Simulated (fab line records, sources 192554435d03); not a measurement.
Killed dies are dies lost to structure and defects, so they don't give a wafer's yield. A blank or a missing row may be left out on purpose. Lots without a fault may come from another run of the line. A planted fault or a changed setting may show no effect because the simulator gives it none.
A struck lot beside a sound one | flow n5_finfet | 15 steps out of a route of 1938
Sound: wafers L441.2, L441.5. Struck: wafer L458.6. (L458.1, L458.5 of the same lot were not struck and are left out.) The cause comes at the end.
At each step with rows: each side's tool, then ch and its chambers, then its first start. Under that, the readings that differ: sound wafers | struck wafers | difference of the means | sigmas: that difference in standard deviations of wafers without a fault.
alike: readings whose means differ by less than 2 such deviations, and words and numbers that are the same on both sides. not compared: withheld readings, readings that some wafer has no value for, bounds like >300 that may hide the same value, and numbers for which the record gives no deviation and whose values overlap.
The two part at a step that has a row with sigmas, a row that says differs or no value, or rows on one side only. Numbers that don't overlap but have no deviation are shown without sigmas and don't part them. A reading that every wafer of one side lacks parts them only if that side has two wafers or more.

first, 4 steps without rows for these wafers: N5_BEOL_M7_SOFTBAKE_06 (time 60 s); N5_BEOL_M7_EXPOSE_08 (exposes mask M7); N5_BEOL_M7_PEB_09 (peb time 60 s); N5_BEOL_M7_DEVELOP_10 (develop time 30 s).
N5_BEOL_M7_CD_MEAS_11: target cd 38.5 nm.
  sound on cd_sem-02 ch 0, day 8 23:20; struck on cd_sem-01 ch 0, day 13 02:17
  alike: cd_nm
N5_BEOL_M7_OVL_MEAS_12:
  sound on overlay-01 ch 0, day 8 23:22; struck on overlay-01 ch 0, day 13 02:19
  alike: M7_OVL
N5_BEOL_M7_INSPECT_13: inspects for defects (brightfield).
  sound on defect_inspect-02, day 8 23:23; struck on defect_inspect-02, day 13 02:21
  alike: raw_defect_count
N5_BEOL_M7_DESCUM_16: chemistry O2, time 7.9 s.
  sound on rie_diel-06 ch 1,3, day 8 23:25; struck on rie_diel-04 ch 3, day 13 02:23
  alike: drypump_motor_current_A, oes_product_au, rf_vpp_V, showerhead_plenum_p_Torr, throttle_valve_pct
  not compared: rf_hours_counter_h
N5_BEOL_M7_ETCH_61: etches SiARC in CF4, target depth 45.5 nm, time 75.8 s.
  sound on rie_diel-06 ch 1,3, day 8 23:27; struck on rie_diel-04 ch 3, day 13 02:25
  alike: drypump_motor_current_A, etch_rf_on_time_s, oes_product_au, rf_vpp_V, showerhead_plenum_p_Torr, throttle_valve_pct
  not compared: rf_hours_counter_h
N5_BEOL_M7_ETCH_62: etches SOC in N2/H2, target depth 110 nm, overetch 22 nm, time 165 s.
  sound on rie_diel-06 ch 1,3, day 8 23:30; struck on rie_diel-04 ch 3, day 13 02:28
  alike: drypump_motor_current_A, oes_product_au, rf_vpp_V, showerhead_plenum_p_Torr, throttle_valve_pct
  not compared: rf_hours_counter_h
then, 1 step without rows for these wafers: N5_BEOL_M7_STRIP_68 (strips in N2/H2).
N5_BEOL_M7_STRIP_67: strips in CF4.
  sound on rie_diel-06 ch 1,3, day 8 23:39; struck on rie_diel-04 ch 3, day 13 02:37
  alike: drypump_motor_current_A, oes_product_au, rf_vpp_V, showerhead_plenum_p_Torr, throttle_valve_pct
  not compared: rf_hours_counter_h
N5_BEOL_M7_HM_OPEN_17: chemistry Cl2/BCl3, target TiN, target depth 20 nm, overetch 6 nm.
  sound on rie_metal-02 ch 1, day 8 23:41; struck on rie_metal-02 ch 0, day 13 02:40
  reading                                  | sound     | struck | difference | sigmas
  drypump_motor_current_A (A)              | 6.26 6.27 | 5.65   | -0.61      | -2
  oes_product_au (a.u.)                    | 0.57 0.57 | 0.74   | +0.17      | +2
  model.SOC_of_BEOL_M7_COAT_59.thk_nm (nm) | 92.6 92.8 | 89     | -4         |
  alike: throttle_valve_pct
  not compared: rf_hours_counter_h
N5_BEOL_M7_STRIP_19: strips in O2.
  sound on rie_diel-06 ch 1,3, day 8 23:48; struck on rie_diel-04 ch 2, day 13 02:56
  alike: drypump_motor_current_A, oes_product_au, rf_vpp_V, showerhead_plenum_p_Torr, throttle_valve_pct
  not compared: rf_hours_counter_h
N5_PASSIVATION_PROBE_49:
  the record has rows for the sound wafers here (prober-02, day 12 01:37) and none for the struck ones

WHERE THEY PART
First at N5_BEOL_M7_HM_OPEN_17; last, within this record, at N5_PASSIVATION_PROBE_49.

WHY: what the simulator had put in
Process parameter drift: rie_metal-02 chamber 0, from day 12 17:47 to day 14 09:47, at N5_BEOL_M7_HM_OPEN_17. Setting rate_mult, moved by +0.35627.
